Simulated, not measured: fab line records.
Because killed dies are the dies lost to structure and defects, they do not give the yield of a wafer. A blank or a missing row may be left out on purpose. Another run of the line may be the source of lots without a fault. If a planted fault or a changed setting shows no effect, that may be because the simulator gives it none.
Which tool did it?	flow nand_harc	Sampling: 22 lots, 66 wafers, 6 of 1302 route steps

== WHAT THE GAUGES SHOWED, per wafer ==
NHARC_A_STAIRCASE_INSPECT_155.
lot	measured	on	raw_defect_count
L075	day 19 12:47	defect_inspect-01	458 513 519
L074	day 19 18:17	defect_inspect-02	461 441 470
L076	day 20 00:05	defect_inspect-02	563 612 592
L077	day 19 23:55	defect_inspect-01	192 270 222
L079	day 22 00:23	defect_inspect-01	408 379 401
L080	day 21 22:30	defect_inspect-02	510 297 406
L081	day 22 06:52	defect_inspect-02	982 655 447
L082	day 23 05:22	defect_inspect-02	370 452 347
L083	day 23 04:52	defect_inspect-01	719 544 549
L085	day 23 19:05	defect_inspect-01	454 378 338
L084	day 23 19:19	defect_inspect-01	459 390 315
L086	day 23 23:12	defect_inspect-02	758 430 444
L089	day 25 04:20	defect_inspect-02	603 383 376
L088	day 25 04:07	defect_inspect-02	411 328 494
L091	day 26 12:16	defect_inspect-01	505 287 522
L090	day 26 11:58	defect_inspect-02	559 588 552
L092	day 27 07:41	defect_inspect-02	303 381 584
L093	day 27 07:46	defect_inspect-01	300 379 405
L094	day 27 07:35	defect_inspect-02	240 450 288
L096	day 28 07:50	defect_inspect-02	348 358 262
L095	day 28 07:52	defect_inspect-01	435 357 379
L097	day 28 15:37	defect_inspect-02	381 290 499

== EACH LOT AND THE TOOL THAT RAN IT (in order: tool; ch and the chambers of the sampled wafers; start) ==
lot	NHARC_A_STAIRCASE_TRIM_226	NHARC_A_STAIRCASE_ETCH_451	NHARC_A_STAIRCASE_DEP_280	NHARC_A_STAIRCASE_ETCH_313	NHARC_A_STAIRCASE_STRIP_476
L075	rie_diel-10 ch 2,3, day 17 06:28 or earlier	rie_diel-02 ch 0,2, day 17 06:28 or earlier	pecvd-03 ch 2, day 17 06:28	rie_diel-13 ch 1,2,3, day 17 14:52	rie_diel-02 ch 0,3, day 17 19:26
L074	rie_diel-13 ch 2,3, day 17 09:29 or earlier	rie_diel-13 ch 1,2,3, day 17 09:29 or earlier	pecvd-03 ch 0,2, day 17 09:29	rie_diel-02 ch 1,2,3, day 17 19:07	rie_diel-13 ch 1,2, day 17 23:12
L076	rie_diel-02 ch 1,2, day 17 16:49 or earlier	rie_diel-13 ch 1,2,3, day 17 16:49 or earlier	pecvd-04 ch 1,2, day 17 16:49	rie_diel-02 ch 0,1, day 17 23:10	rie_diel-13 ch 0,1,3, day 18 03:07
L077	rie_diel-10 ch 1,2,3, day 17 18:38 or earlier	rie_diel-13 ch 0,1, day 17 18:38 or earlier	pecvd-04 ch 0,1,2, day 17 18:38	rie_diel-02 ch 1,2,3, day 18 01:25	rie_diel-10 ch 0,1,3, day 18 05:23
L079	rie_diel-02 ch 0,3, day 19 11:41 or earlier	rie_diel-10 ch 1,3, day 19 11:41 or earlier	pecvd-03 ch 1,2, day 19 11:41	rie_diel-10 ch 0,3, day 19 19:02	rie_diel-02 ch 0,1,3, day 20 00:02
L080	rie_diel-02 ch 0,1,2, day 19 09:47 or earlier	rie_diel-02 ch 0,1,3, day 19 09:47 or earlier	pecvd-01 ch 0,1,2, day 19 09:47	rie_diel-02 ch 0,1,3, day 19 16:25	rie_diel-02 ch 1,2,3, day 19 23:46
L081	rie_diel-10 ch 0,3, day 19 17:24 or earlier	rie_diel-13 ch 0,1,2, day 19 17:24 or earlier	pecvd-01 ch 0,1,2, day 19 17:24	rie_diel-13 ch 2,3, day 20 03:56	rie_diel-02 ch 1,3, day 20 07:54
L082	rie_diel-13 ch 0,1,2, day 20 17:09 or earlier	rie_diel-10 ch 0,3, day 20 17:09 or earlier	pecvd-03 ch 0,2, day 20 17:09	rie_diel-10 ch 0,1,3, day 21 00:56	rie_diel-10 ch 0,1,2, day 21 04:57
L083	rie_diel-02 ch 1,2,3, day 20 22:12 or earlier	rie_diel-13 ch 1,2,3, day 20 22:12 or earlier	pecvd-01 ch 0,1,2, day 20 22:12	rie_diel-02 ch 0,2,3, day 21 04:49	rie_diel-10 ch 0,1,3, day 21 08:46
L085	rie_diel-02 ch 1,2,3, day 21 01:53 or earlier	rie_diel-10 ch 0,1,2, day 21 01:53 or earlier	pecvd-03 ch 0,1,2, day 21 01:53	rie_diel-02 ch 0,3, day 21 10:14	rie_diel-13 ch 1,2,3, day 21 16:26
L084	rie_diel-10 ch 0,1,3, day 21 07:17 or earlier	rie_diel-13 ch 0,1,3, day 21 07:17 or earlier	pecvd-03 ch 1,2, day 21 07:17	rie_diel-13 ch 1,2,3, day 21 14:39	rie_diel-13 ch 1,2,3, day 21 18:35
L086	rie_diel-02 ch 0,1,3, day 21 12:02 or earlier	rie_diel-02 ch 2,3, day 21 12:02 or earlier	pecvd-04 ch 0,1, day 21 12:02	rie_diel-10 ch 1,3, day 21 19:50	rie_diel-10 ch 2,3, day 22 00:05
L089	rie_diel-10 ch 0,2,3, day 22 18:16 or earlier	rie_diel-10 ch 0,3, day 22 18:16 or earlier	pecvd-04 ch 0,1,2, day 22 18:16	rie_diel-02 ch 0,1,2, day 23 01:37	rie_diel-10 ch 0,3, day 23 07:19
L088	rie_diel-13 ch 2,3, day 22 19:40 or earlier	rie_diel-02 ch 1,2, day 22 19:40 or earlier	pecvd-01 ch 0,1,2, day 22 19:40	rie_diel-02 ch 0,1,3, day 23 05:00	rie_diel-13 ch 0,1,3, day 23 09:00
L091	rie_diel-10 ch 0,2,3, day 24 02:30 or earlier	rie_diel-10 ch 0,2,3, day 24 02:30 or earlier	pecvd-04 ch 1,2, day 24 02:30	rie_diel-10 ch 1,2,3, day 24 09:42	rie_diel-10 ch 2,3, day 24 13:38
L090	rie_diel-02 ch 1,2,3, day 24 03:05 or earlier	rie_diel-10 ch 0,1,2, day 24 03:05 or earlier	pecvd-04 ch 1,2, day 24 03:05	rie_diel-13 ch 0,2,3, day 24 11:26	rie_diel-10 ch 1,2, day 24 17:20
L092	rie_diel-13 ch 0,2,3, day 24 22:22 or earlier	rie_diel-02 ch 0,2,3, day 24 22:22 or earlier	pecvd-04 ch 1,2, day 24 22:22	rie_diel-13 ch 0,1,3, day 25 05:19	rie_diel-13 ch 1,3, day 25 09:41
L093	rie_diel-13 ch 1,3, day 24 23:59 or earlier	rie_diel-10 ch 0,1,3, day 24 23:59 or earlier	pecvd-01 ch 0,1,2, day 24 23:59	rie_diel-10 ch 2,3, day 25 07:53	rie_diel-13 ch 1,2, day 25 11:58
L094	rie_diel-02 ch 0,1, day 25 06:08 or earlier	rie_diel-13 ch 1,3, day 25 06:08 or earlier	pecvd-03 ch 1,2, day 25 06:08	rie_diel-02 ch 0,1,2, day 25 12:23	rie_diel-02 ch 0,1, day 25 16:20
L096	rie_diel-10 ch 0,3, day 25 23:58 or earlier	rie_diel-10 ch 1,2, day 25 23:58 or earlier	pecvd-03 ch 0,1,2, day 25 23:58	rie_diel-10 ch 0,2,3, day 26 06:27	rie_diel-02 ch 0,1,2, day 26 11:13
L095	rie_diel-10 ch 0,1,3, day 26 00:49 or earlier	rie_diel-13 ch 0,1,3, day 26 00:49 or earlier	pecvd-03 ch 0,2, day 26 00:49	rie_diel-10 ch 0,1,3, day 26 07:42	rie_diel-10 ch 0,1,3, day 26 11:48
L097	rie_diel-10 ch 0,2, day 26 04:34 or earlier	rie_diel-02 ch 1,2,3, day 26 04:34 or earlier	pecvd-01 ch 0,1,2, day 26 04:34	rie_diel-13 ch 0,2,3, day 26 14:22	rie_diel-10 ch 0,1,2, day 26 18:22
- NHARC_A_STAIRCASE_TRIM_226: chemistry O2, time 211.2 s.
- NHARC_A_STAIRCASE_ETCH_451: etches the open film in CF4/O2, target depth 30 nm, overetch 3 nm, time 16.5 s.
- NHARC_A_STAIRCASE_DEP_280: deposits SiON, target thk 30 nm.
- NHARC_A_STAIRCASE_ETCH_313: etches the open film in CF4/CHF3.
- NHARC_A_STAIRCASE_STRIP_476: strips in O2, time 20 s.

== WHAT THE TOOLS THEMSELVES READ (means of the sampled wafers that have a number; where no wafer has one, the mark that the record gives instead) ==
NHARC_A_STAIRCASE_TRIM_226.
lot	tool	drypump_motor_current_A (A)	o2_flow_sccm (sccm)	oes_product_au (a.u.)	rf_vpp_V (V)	showerhead_plenum_p_Torr (Torr)	throttle_valve_pct (%)
L075	rie_diel-10	5.3	500.4	1.002	57.5	3.42	17.044
L074	rie_diel-13	5.3	500.3	1.005	57.2	3.35	17.040
L076	rie_diel-02	6.1	499.1	1.005	58.2	3.37	17.039
L077	rie_diel-10	5.5	499.8	1.007	58.1	3.45	17.030
L079	rie_diel-02	5.1	500.0	0.994	58.1	3.61	17.042
L080	rie_diel-02	5.7	500.6	1.000	58.8	3.65	17.041
L081	rie_diel-10	5.7	501.0	1.002	57.8	3.37	17.033
L082	rie_diel-13	5.8	498.2	1.011	57.5	3.45	17.044
L083	rie_diel-02	5.5	498.9	1.003	58.2	3.62	17.040
L085	rie_diel-02	5.5	500.3	1.012	57.8	3.62	17.036
L084	rie_diel-10	5.6	500.9	1.001	57.5	3.41	17.041
L086	rie_diel-02	5.5	500.2	1.006	58.3	3.65	17.026
L089	rie_diel-10	5.5	499.3	0.997	56.9	3.37	17.051
L088	rie_diel-13	5.4	499.7	1.000	57.3	3.30	17.042
L091	rie_diel-10	5.4	501.0	0.996	58.1	3.37	17.036
L090	rie_diel-02	5.5	498.5	1.000	57.9	3.61	17.031
L092	rie_diel-13	5.6	499.6	0.998	58.0	3.51	17.039
L093	rie_diel-13	5.7	498.4	1.015	58.8	3.65	17.045
L094	rie_diel-02	5.7	501.4	0.998	57.1	3.67	17.039
L096	rie_diel-10	5.6	500.0	1.002	57.8	3.32	17.041
L095	rie_diel-10	5.6	500.7	1.001	58.2	3.39	17.049
L097	rie_diel-10	5.5	500.2	0.998	58.1	3.37	17.042

NHARC_A_STAIRCASE_ETCH_451.
lot	tool	drypump_motor_current_A (A)	o2_flow_sccm (sccm)	oes_product_au (a.u.)	rf_vpp_V (V)	showerhead_plenum_p_Torr (Torr)	throttle_valve_pct (%)
L075	rie_diel-02	5.3	20.08	1.006	198.7	1.37	13.396
L074	rie_diel-13	5.5	19.97	1.004	197.5	1.30	13.394
L076	rie_diel-13	5.5	19.97	0.996	196.4	1.29	13.379
L077	rie_diel-13	6.0	19.98	1.001	198.1	1.31	13.396
L079	rie_diel-10	5.5	20.00	0.998	197.2	1.29	13.405
L080	rie_diel-02	5.4	19.97	1.001	198.4	1.39	13.403
L081	rie_diel-13	5.8	19.96	0.997	197.2	1.31	13.396
L082	rie_diel-10	5.6	19.99	0.987	196.9	1.26	13.403
L083	rie_diel-13	5.5	19.96	1.008	196.3	1.29	13.402
L085	rie_diel-10	5.5	20.02	0.999	198.6	1.30	13.404
L084	rie_diel-13	5.8	20.00	1.004	197.3	1.30	13.394
L086	rie_diel-02	5.2	20.05	1.015	198.5	1.33	13.394
L089	rie_diel-10	5.6	20.02	0.990	196.3	1.26	13.395
L088	rie_diel-02	6.1	19.96	1.005	198.8	1.40	13.395
L091	rie_diel-10	5.5	19.98	1.007	196.2	1.27	13.389
L090	rie_diel-10	5.5	19.98	0.994	197.1	1.30	13.399
L092	rie_diel-02	5.1	20.05	1.008	197.7	1.34	13.394
L093	rie_diel-10	5.6	19.98	0.996	196.1	1.28	13.403
L094	rie_diel-13	5.7	20.00	1.004	197.5	1.38	13.400
L096	rie_diel-10	5.4	20.11	0.989	197.3	1.30	13.403
L095	rie_diel-13	5.8	20.02	1.010	198.1	1.36	13.409
L097	rie_diel-02	5.5	19.95	1.003	198.9	1.36	13.395

NHARC_A_STAIRCASE_DEP_280.
lot	tool	heater_power_w (W)
L075	pecvd-03	823
L074	pecvd-03	788
L076	pecvd-04	723
L077	pecvd-04	694
L079	pecvd-03	672
L080	pecvd-01	790
L081	pecvd-01	813
L082	pecvd-03	726
L083	pecvd-01	838
L085	pecvd-03	711
L084	pecvd-03	663
L086	pecvd-04	577
L089	pecvd-04	652
L088	pecvd-01	783
L091	pecvd-04	700
L090	pecvd-04	635
L092	pecvd-04	706
L093	pecvd-01	729
L094	pecvd-03	669
L096	pecvd-03	693
L095	pecvd-03	831
L097	pecvd-01	785

NHARC_A_STAIRCASE_ETCH_313.
lot	tool	drypump_motor_current_A (A)	oes_product_au (a.u.)	rf_vpp_V (V)	showerhead_plenum_p_Torr (Torr)	throttle_valve_pct (%)
L075	rie_diel-13	5.5	0.930	368.8	1.53	16.801
L074	rie_diel-02	5.5	0.944	371.4	1.62	16.816
L076	rie_diel-02	6.0	0.979	374.0	1.67	16.805
L077	rie_diel-02	5.5	0.958	372.9	1.62	16.801
L079	rie_diel-10	5.6	0.925	367.9	1.50	16.798
L080	rie_diel-02	5.4	0.930	372.5	1.63	16.806
L081	rie_diel-13	5.4	0.929	367.7	1.48	16.804
L082	rie_diel-10	5.6	0.922	369.2	1.52	16.800
L083	rie_diel-02	5.1	0.928	371.4	1.59	16.803
L085	rie_diel-02	4.9	0.931	371.5	1.59	16.792
L084	rie_diel-13	5.5	0.929	369.2	1.52	16.808
L086	rie_diel-10	5.6	0.919	369.3	1.51	16.806
L089	rie_diel-02	5.7	0.931	372.1	1.62	16.806
L088	rie_diel-02	5.5	0.920	372.2	1.63	16.798
L091	rie_diel-10	5.4	0.929	369.6	1.53	16.805
L090	rie_diel-13	5.6	0.928	371.4	1.57	16.806
L092	rie_diel-13	5.8	0.934	371.9	1.60	16.797
L093	rie_diel-10	5.4	0.930	367.5	1.49	16.808
L094	rie_diel-02	5.7	0.975	371.5	1.62	16.795
L096	rie_diel-10	5.5	0.958	368.2	1.49	16.799
L095	rie_diel-10	5.6	0.962	368.4	1.51	16.802
L097	rie_diel-13	5.6	0.926	369.9	1.56	16.801

NHARC_A_STAIRCASE_STRIP_476.
lot	tool	drypump_motor_current_A (A)	o2_flow_sccm (sccm)	oes_product_au (a.u.)	rf_vpp_V (V)	showerhead_plenum_p_Torr (Torr)	throttle_valve_pct (%)
L075	rie_diel-02	4.9	500.0	1.005	57.3	3.58	17.035
L074	rie_diel-13	5.7	500.1	1.001	57.0	3.52	17.035
L076	rie_diel-13	5.8	500.3	0.994	57.7	3.44	17.042
L077	rie_diel-10	5.7	500.3	1.005	57.7	3.42	17.042
L079	rie_diel-02	5.5	500.3	1.004	58.2	3.66	17.033
L080	rie_diel-02	5.5	500.2	1.006	57.7	3.62	17.034
L081	rie_diel-02	5.8	501.4	0.998	57.4	3.72	17.045
L082	rie_diel-10	5.5	500.8	1.005	57.2	3.44	17.036
L083	rie_diel-10	5.6	499.0	1.009	58.3	3.41	17.041
L085	rie_diel-13	5.5	500.2	1.008	57.2	3.41	17.031
L084	rie_diel-13	5.5	499.9	1.006	57.6	3.41	17.044
L086	rie_diel-10	5.4	501.6	0.994	57.5	3.37	17.027
L089	rie_diel-10	5.6	499.2	0.993	56.9	3.33	17.036
L088	rie_diel-13	5.8	500.1	1.008	57.9	3.60	17.037
L091	rie_diel-10	5.3	498.7	0.989	57.1	3.38	17.033
L090	rie_diel-10	5.4	500.8	0.999	57.5	3.45	17.038
L092	rie_diel-13	5.8	499.2	1.000	57.7	3.65	17.041
L093	rie_diel-13	5.7	500.1	0.996	57.0	3.49	17.043
L094	rie_diel-02	6.0	499.4	1.007	58.1	3.71	17.045
L096	rie_diel-02	5.7	501.2	1.004	57.4	3.62	17.036
L095	rie_diel-10	5.6	498.8	1.000	57.1	3.39	17.040
L097	rie_diel-10	5.5	501.8	1.006	58.1	3.42	17.030

== THE ANSWER, worked out from the rows above alone ==
Rule: the usual values come from the lots themselves. The widest of any qualifying gaps counts: lots, ordered by their means at a reading, are off when they make up no more than a third of the lots, leave a main group of 4 or more, and stand apart from it by 3 or more times the standard deviation of that group's means. A main group is skipped when, at the precision printed for the reading in the tables above, its means are all equal. Also off: a lot with no number at a reading for which 4 or more lots have one. Where the step has rows for the other lots, those lots are counted as sound. First the gauges in route order, then the tools' own readings, where a lot's mean is used as printed above. The first step at which some lot is off is used, and at that step the reading that is off furthest; a lot without a number counts as furthest.
Nothing can be told from this: no lot is off at any reading shown.

== WHAT THE SIMULATOR HAD PUT IN ==
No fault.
